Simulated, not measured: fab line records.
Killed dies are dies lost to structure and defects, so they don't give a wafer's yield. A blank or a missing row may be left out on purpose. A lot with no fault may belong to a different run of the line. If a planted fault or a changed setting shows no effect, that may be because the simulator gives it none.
Chamber matching + flow n5Finfet + N5_DUMMY_GATE_ALD_02 on aldSin-02 has 4 sister chambers
The step deposits SiO2, target thk 2 nm, pulse time 1 s. 8 wafers are shown with their chamber, then 10 later ones without.

== WAFERS PAIRED WITH THEIR CHAMBERS ==
| wafer  | chamber | heaterPowerW (W) | susceptorTempC (C) |
|--------|---------|------------------|--------------------|
| L075.3 | 3       | 387              | 300.01             |
| L083.1 | 3       | 396              | 300.16             |
| L084.5 | 1       | 528              | 299.77             |
| L087.1 | 0       | 441              | 299.96             |
| L087.4 | 2       | 423              | 299.58             |
| L087.5 | 2       | 422              | 299.59             |
| L089.3 | 0       | 442              | 299.85             |
| L089.4 | 1       | 522              | 299.77             |

== WAFERS WITH NO CHAMBER GIVEN ==
| wafer  | heaterPowerW (W) | susceptorTempC (C) |
|--------|------------------|--------------------|
| L089.6 | 396              | 300.16             |
| L093.1 | 414              | 300.15             |
| L093.5 | 445              | 299.80             |
| L093.6 | 522              | 300.15             |
| L095.1 | 425              | 299.82             |
| L095.3 | 526              | 299.62             |
| L095.5 | 440              | 299.86             |
| L097.2 | 529              | 299.80             |
| L097.3 | 443              | 299.97             |
| L097.4 | 430              | 299.98             |

== THE CHAMBER EACH PASSED THROUGH ==
| wafer  | from the rows above     | in truth                   |
|--------|-------------------------|----------------------------|
| L089.6 | 3                       | 3                          |
| L093.1 | 3                       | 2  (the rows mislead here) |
| L093.5 | 0                       | 0                          |
| L093.6 | 1                       | 1                          |
| L095.1 | can't be placed: 2 or 0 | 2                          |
| L095.3 | 1                       | 1                          |
| L095.5 | 0                       | 0                          |
| L097.2 | 1                       | 1                          |
| L097.3 | 0                       | 0                          |
| L097.4 | 0                       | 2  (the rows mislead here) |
7 of 10 placed correctly. Can't be placed from these rows: 1 (the true chamber is among the candidates in 1). Number placed wrongly: 2.
How it was worked out, from the rows above alone: a wafer's distance from a chamber is the root of the sum, over the readings, of the square of ((its reading less the chamber's mean) divided by the reading's scatter). The wafer belongs to the nearest chamber; if the next one is less than 2 further off, it can't be placed. For every chamber, the mean is computed from those of its wafers that are shown. The scatter is the square root of a quotient: the sum, over the shown wafers, of each reading's squared deviation from its chamber's mean, divided by wafers minus chambers.
